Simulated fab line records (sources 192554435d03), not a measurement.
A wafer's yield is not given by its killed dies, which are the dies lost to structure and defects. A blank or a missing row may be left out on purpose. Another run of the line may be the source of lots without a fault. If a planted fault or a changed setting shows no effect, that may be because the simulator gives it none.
Which of the tools did it? :: flow n5_finfet :: 32 wafers from 11 lots sampled at 4 of the route's 1938 steps

WHAT THE GAUGES READ, wafer by wafer
N5_BEOL_M15_THK_MEAS_50: measures by xrf.
lot: L133
measured: day 11 17:08
on: film_metro-02
M15_THK (nm): 847 864 873

lot: L136
measured: day 12 21:44
on: film_metro-02
M15_THK (nm): 868 823 865

lot: L139
measured: day 13 14:43
on: film_metro-02
M15_THK (nm): 859 844 854

lot: L140
measured: day 13 20:13
on: film_metro-02
M15_THK (nm): 856 848 862

lot: L145
measured: day 15 14:25
on: film_metro-02
M15_THK (nm): 869 823 864

lot: L148
measured: day 15 19:27
on: film_metro-02
M15_THK (nm): 859 882 879

lot: L146
measured: day 15 22:49
on: film_metro-02
M15_THK (nm): 857 845 842

lot: L152
measured: day 16 16:59
on: film_metro-02
M15_THK (nm): 831 844

lot: L154
measured: day 17 04:49
on: film_metro-01
M15_THK (nm): 852 850 872

lot: L153
measured: day 17 05:30
on: film_metro-01
M15_THK (nm): 838 807 839

lot: L155
measured: day 17 19:35
on: film_metro-01
M15_THK (nm): 856 870 861

WHAT TOOL EACH LOT RAN ON (gives the tool, then ch and the chambers of the sampled wafers, and finally the start)
lot: L133
N5_BEOL_M15_DESCUM_33: rie_diel-04 ch 1,3, day 11 12:37
N5_BEOL_M15_SPUTTER_43: pvd_sputter-01, day 11 15:29
N5_BEOL_M15_SPUTTER_44: pvd_sputter-01, day 11 15:34

lot: L136
N5_BEOL_M15_DESCUM_33: rie_diel-03 ch 0,1,3, day 12 13:53
N5_BEOL_M15_SPUTTER_43: pvd_sputter-01, day 12 20:26
N5_BEOL_M15_SPUTTER_44: pvd_sputter-01, day 12 20:31

lot: L139
N5_BEOL_M15_DESCUM_33: rie_diel-04 ch 0,2,3, day 13 11:40
N5_BEOL_M15_SPUTTER_43: pvd_sputter-02, day 13 13:06
N5_BEOL_M15_SPUTTER_44: pvd_sputter-02, day 13 13:11

lot: L140
N5_BEOL_M15_DESCUM_33: rie_diel-04 ch 1,2,3, day 13 17:52
N5_BEOL_M15_SPUTTER_43: pvd_sputter-01, day 13 19:06
N5_BEOL_M15_SPUTTER_44: pvd_sputter-01, day 13 19:11

lot: L145
N5_BEOL_M15_DESCUM_33: rie_diel-03 ch 0,3, day 15 11:30
N5_BEOL_M15_SPUTTER_43: pvd_sputter-02, day 15 13:01
N5_BEOL_M15_SPUTTER_44: pvd_sputter-02, day 15 13:06

lot: L148
N5_BEOL_M15_DESCUM_33: rie_diel-04 ch 1,2, day 15 13:56
N5_BEOL_M15_SPUTTER_43: pvd_sputter-01, day 15 18:00
N5_BEOL_M15_SPUTTER_44: pvd_sputter-01, day 15 18:05

lot: L146
N5_BEOL_M15_DESCUM_33: rie_diel-04 ch 0,2, day 15 14:26
N5_BEOL_M15_SPUTTER_43: pvd_sputter-01, day 15 21:42
N5_BEOL_M15_SPUTTER_44: pvd_sputter-01, day 15 21:47

lot: L152
N5_BEOL_M15_DESCUM_33: rie_diel-05 ch 0,2, day 16 14:20
N5_BEOL_M15_SPUTTER_43: pvd_sputter-02, day 16 15:55
N5_BEOL_M15_SPUTTER_44: pvd_sputter-02, day 16 15:59

lot: L154
N5_BEOL_M15_DESCUM_33: rie_diel-04 ch 0,1, day 17 01:43
N5_BEOL_M15_SPUTTER_43: pvd_sputter-02, day 17 03:43
N5_BEOL_M15_SPUTTER_44: pvd_sputter-02, day 17 03:47

lot: L153
N5_BEOL_M15_DESCUM_33: rie_diel-03 ch 1,2,3, day 17 02:08
N5_BEOL_M15_SPUTTER_43: pvd_sputter-02, day 17 04:23
N5_BEOL_M15_SPUTTER_44: pvd_sputter-02, day 17 04:28

lot: L155
N5_BEOL_M15_DESCUM_33: rie_diel-03 ch 1,3, day 17 14:13
N5_BEOL_M15_SPUTTER_43: pvd_sputter-02, day 17 18:16
N5_BEOL_M15_SPUTTER_44: pvd_sputter-02, day 17 18:21
- N5_BEOL_M15_DESCUM_33: chemistry O2, time 7.9 s.
- N5_BEOL_M15_SPUTTER_43: material TaN, target thk 15 nm, time 24.19 s.
- N5_BEOL_M15_SPUTTER_44: material Ta, target thk 15 nm, time 24.19 s.

WHAT THE TOOLS THEMSELVES READ (means of the sampled wafers that have a number; where no wafer has one, the mark that the record gives instead)
N5_BEOL_M15_DESCUM_33.
lot: L133
tool: rie_diel-04
drypump_motor_current_A (A): 5.2
oes_product_au (a.u.): 0.92
rf_vpp_V (V): 243.2
showerhead_plenum_p_Torr (Torr): 2.10
throttle_valve_pct (%): 20.1

lot: L136
tool: rie_diel-03
drypump_motor_current_A (A): 5.5
oes_product_au (a.u.): 0.81
rf_vpp_V (V): 244.6
showerhead_plenum_p_Torr (Torr): 2.15
throttle_valve_pct (%): 20.6

lot: L139
tool: rie_diel-04
drypump_motor_current_A (A): 5.6
oes_product_au (a.u.): 0.78
rf_vpp_V (V): 242.5
showerhead_plenum_p_Torr (Torr): 2.07
throttle_valve_pct (%): 20.3

lot: L140
tool: rie_diel-04
drypump_motor_current_A (A): 5.2
oes_product_au (a.u.): 0.81
rf_vpp_V (V): 242.5
showerhead_plenum_p_Torr (Torr): 2.08
throttle_valve_pct (%): 20.2

lot: L145
tool: rie_diel-03
drypump_motor_current_A (A): 5.8
oes_product_au (a.u.): 0.77
rf_vpp_V (V): 243.8
showerhead_plenum_p_Torr (Torr): 2.13
throttle_valve_pct (%): 20.6

lot: L148
tool: rie_diel-04
drypump_motor_current_A (A): 5.0
oes_product_au (a.u.): 0.82
rf_vpp_V (V): 241.7
showerhead_plenum_p_Torr (Torr): 2.00
throttle_valve_pct (%): 20.2

lot: L146
tool: rie_diel-04
drypump_motor_current_A (A): 5.4
oes_product_au (a.u.): 0.73
rf_vpp_V (V): 240.8
showerhead_plenum_p_Torr (Torr): 1.99
throttle_valve_pct (%): 20.5

lot: L152
tool: rie_diel-05
drypump_motor_current_A (A): 5.9
oes_product_au (a.u.): 0.77
rf_vpp_V (V): 242.7
showerhead_plenum_p_Torr (Torr): 2.06
throttle_valve_pct (%): 20.5

lot: L154
tool: rie_diel-04
drypump_motor_current_A (A): 5.9
oes_product_au (a.u.): 0.80
rf_vpp_V (V): 242.2
showerhead_plenum_p_Torr (Torr): 2.01
throttle_valve_pct (%): 20.4

lot: L153
tool: rie_diel-03
drypump_motor_current_A (A): 5.6
oes_product_au (a.u.): 0.86
rf_vpp_V (V): 244.3
showerhead_plenum_p_Torr (Torr): 2.15
throttle_valve_pct (%): 20.3

lot: L155
tool: rie_diel-03
drypump_motor_current_A (A): 5.2
oes_product_au (a.u.): 0.82
rf_vpp_V (V): 243.2
showerhead_plenum_p_Torr (Torr): 2.12
throttle_valve_pct (%): 20.4

N5_BEOL_M15_SPUTTER_43.
lot: L133
tool: pvd_sputter-01
cathode_dc_power_W (W): 15000
chamber_pressure_pa (Pa): 0.11989
throttle_valve_pct (%): 30.5

lot: L136
tool: pvd_sputter-01
cathode_dc_power_W (W): 15001
chamber_pressure_pa (Pa): 0.11986
throttle_valve_pct (%): 30.0

lot: L139
tool: pvd_sputter-02
cathode_dc_power_W (W): 15002
chamber_pressure_pa (Pa): 0.11984
throttle_valve_pct (%): 29.1

lot: L140
tool: pvd_sputter-01
cathode_dc_power_W (W): 15000
chamber_pressure_pa (Pa): 0.11970
throttle_valve_pct (%): 30.5

lot: L145
tool: pvd_sputter-02
cathode_dc_power_W (W): 15000
chamber_pressure_pa (Pa): 0.12001
throttle_valve_pct (%): 28.7

lot: L148
tool: pvd_sputter-01
cathode_dc_power_W (W): 14999
chamber_pressure_pa (Pa): 0.11981
throttle_valve_pct (%): 29.7

lot: L146
tool: pvd_sputter-01
cathode_dc_power_W (W): 15002
chamber_pressure_pa (Pa): 0.11998
throttle_valve_pct (%): 30.1

lot: L152
tool: pvd_sputter-02
cathode_dc_power_W (W): 15000
chamber_pressure_pa (Pa): 0.11999
throttle_valve_pct (%): 29.3

lot: L154
tool: pvd_sputter-02
cathode_dc_power_W (W): 15001
chamber_pressure_pa (Pa): 0.11994
throttle_valve_pct (%): 28.8

lot: L153
tool: pvd_sputter-02
cathode_dc_power_W (W): 15001
chamber_pressure_pa (Pa): 0.11975
throttle_valve_pct (%): 29.1

lot: L155
tool: pvd_sputter-02
cathode_dc_power_W (W): 14998
chamber_pressure_pa (Pa): 0.12012
throttle_valve_pct (%): 28.8

N5_BEOL_M15_SPUTTER_44.
lot: L133
tool: pvd_sputter-01
cathode_dc_power_W (W): 14999
chamber_pressure_pa (Pa): 0.07
throttle_valve_pct (%): 30.8

lot: L136
tool: pvd_sputter-01
cathode_dc_power_W (W): 15000
chamber_pressure_pa (Pa): 0.07
throttle_valve_pct (%): 29.9

lot: L139
tool: pvd_sputter-02
cathode_dc_power_W (W): 14998
chamber_pressure_pa (Pa): 0.07
throttle_valve_pct (%): 29.1

lot: L140
tool: pvd_sputter-01
cathode_dc_power_W (W): 15001
chamber_pressure_pa (Pa): 0.07
throttle_valve_pct (%): 30.4

lot: L145
tool: pvd_sputter-02
cathode_dc_power_W (W): 14999
chamber_pressure_pa (Pa): 0.07
throttle_valve_pct (%): 28.8

lot: L148
tool: pvd_sputter-01
cathode_dc_power_W (W): 14346
chamber_pressure_pa (Pa): 0.07
throttle_valve_pct (%): 29.6

lot: L146
tool: pvd_sputter-01
cathode_dc_power_W (W): 14348
chamber_pressure_pa (Pa): 0.07
throttle_valve_pct (%): 30.1

lot: L152
tool: pvd_sputter-02
cathode_dc_power_W (W): 15003
chamber_pressure_pa (Pa): 0.07
throttle_valve_pct (%): 29.1

lot: L154
tool: pvd_sputter-02
cathode_dc_power_W (W): 14998
chamber_pressure_pa (Pa): 0.07
throttle_valve_pct (%): 28.5

lot: L153
tool: pvd_sputter-02
cathode_dc_power_W (W): 15000
chamber_pressure_pa (Pa): 0.07
throttle_valve_pct (%): 29.0

lot: L155
tool: pvd_sputter-02
cathode_dc_power_W (W): 15003
chamber_pressure_pa (Pa): 0.07
throttle_valve_pct (%): 28.9

THE ANSWER, worked out from the rows above alone
Rule: what is usual is taken from the lots themselves. The widest of any qualifying gaps counts: lots, ordered by their means at a reading, are off when they make up no more than a third of the lots, leave a main group of 4 or more, and stand apart from it by 3 or more times the standard deviation of that group's means. The tables above print the reading to a certain number of digits; a main group whose means all agree to those digits is not used. A lot without any number at a reading at which 4 lots or more have one is off too. All remaining lots with rows at the step are treated as sound. First the gauges in route order, then the tools' own readings, where a lot's mean is used as printed above. At the first step where some lot is off, the reading lying furthest off is the one used; lots without a number count as furthest.
Off, at N5_BEOL_M15_SPUTTER_44 on cathode_dc_power_W: L148, L146. The main group has a mean of 15000 W with a standard deviation of 1.8.
A tool fits if, at that step or a process step before it, it ran every lot that is off, and no sound lot after the first of them. One candidate fits, namely pvd_sputter-01 at N5_BEOL_M15_SPUTTER_43 and N5_BEOL_M15_SPUTTER_44. At N5_BEOL_M15_SPUTTER_43 its last sound lot is L140 (day 13 19:06), its first lot that is off L148 (day 15 18:00): a fault that began between those two fits.

WHAT WAS PUT IN BY THE SIMULATOR
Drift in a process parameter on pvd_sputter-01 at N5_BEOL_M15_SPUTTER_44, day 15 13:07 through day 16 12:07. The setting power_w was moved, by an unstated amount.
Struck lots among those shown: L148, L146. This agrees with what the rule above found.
